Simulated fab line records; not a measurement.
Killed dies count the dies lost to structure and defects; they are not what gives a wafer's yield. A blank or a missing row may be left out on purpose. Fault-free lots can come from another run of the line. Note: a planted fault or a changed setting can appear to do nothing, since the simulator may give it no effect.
Chamber matching :: flow n5Finfet :: pecvd-01 running N5_GATE_CUT_HM_DEP_46: 3 sister chambers
The step deposits SiO2 from TEOS/O2, target thk 130 nm, time 26.6 s. 3 wafers are shown with their chamber, then 12 later ones without.

## WAFERS PAIRED WITH THEIR CHAMBERS
wafer: L089.1
chamber: 0
throttleValvePct (%): 19.6

wafer: L090.5
chamber: 2
throttleValvePct (%): 17.4

wafer: L090.6
chamber: 1
throttleValvePct (%): 18.4

## WAFERS WITH NO CHAMBER GIVEN
wafer: L093.3
throttleValvePct (%): 18.4

wafer: L093.5
throttleValvePct (%): 18.8

wafer: L093.6
throttleValvePct (%): 19.9

wafer: L095.1
throttleValvePct (%): 17.0

wafer: L095.2
throttleValvePct (%): 19.7

wafer: L095.4
throttleValvePct (%): 18.5

wafer: L096.4
throttleValvePct (%): 17.1

wafer: L096.5
throttleValvePct (%): 19.6

wafer: L096.6
throttleValvePct (%): 18.6

wafer: L097.1
throttleValvePct (%): 18.6

wafer: L097.2
throttleValvePct (%): 17.4

wafer: L097.6
throttleValvePct (%): 17.1

## THE CHAMBER EACH PASSED THROUGH
wafer: L093.3
from the rows above: 1
in truth: 1

wafer: L093.5
from the rows above: can't be placed: 1 or 0
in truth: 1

wafer: L093.6
from the rows above: 0
in truth: 0

wafer: L095.1
from the rows above: 2
in truth: 2

wafer: L095.2
from the rows above: 0
in truth: 0

wafer: L095.4
from the rows above: 1
in truth: 1

wafer: L096.4
from the rows above: 2
in truth: 2

wafer: L096.5
from the rows above: 0
in truth: 0

wafer: L096.6
from the rows above: 1
in truth: 1

wafer: L097.1
from the rows above: 1
in truth: 1

wafer: L097.2
from the rows above: 2
in truth: 2

wafer: L097.6
from the rows above: 2
in truth: 2
Correctly placed: 11 of 12. Cannot be placed on the basis of these rows: 1; the candidates contain the true chamber in 1. Placed wrongly: 0.
How it was worked out, from the rows above alone: a wafer's distance from a chamber is the root of the sum, over the readings, of the square of ((its reading less the chamber's mean) divided by the reading's scatter). The wafer belongs to the nearest chamber; if the next one is less than 2 further off, it can't be placed. The mean given for a chamber averages the wafers shown for that chamber. The scatter: with one shown wafer a chamber, the root of the mean of the squares of how far each hidden wafer lies from its nearest shown one.
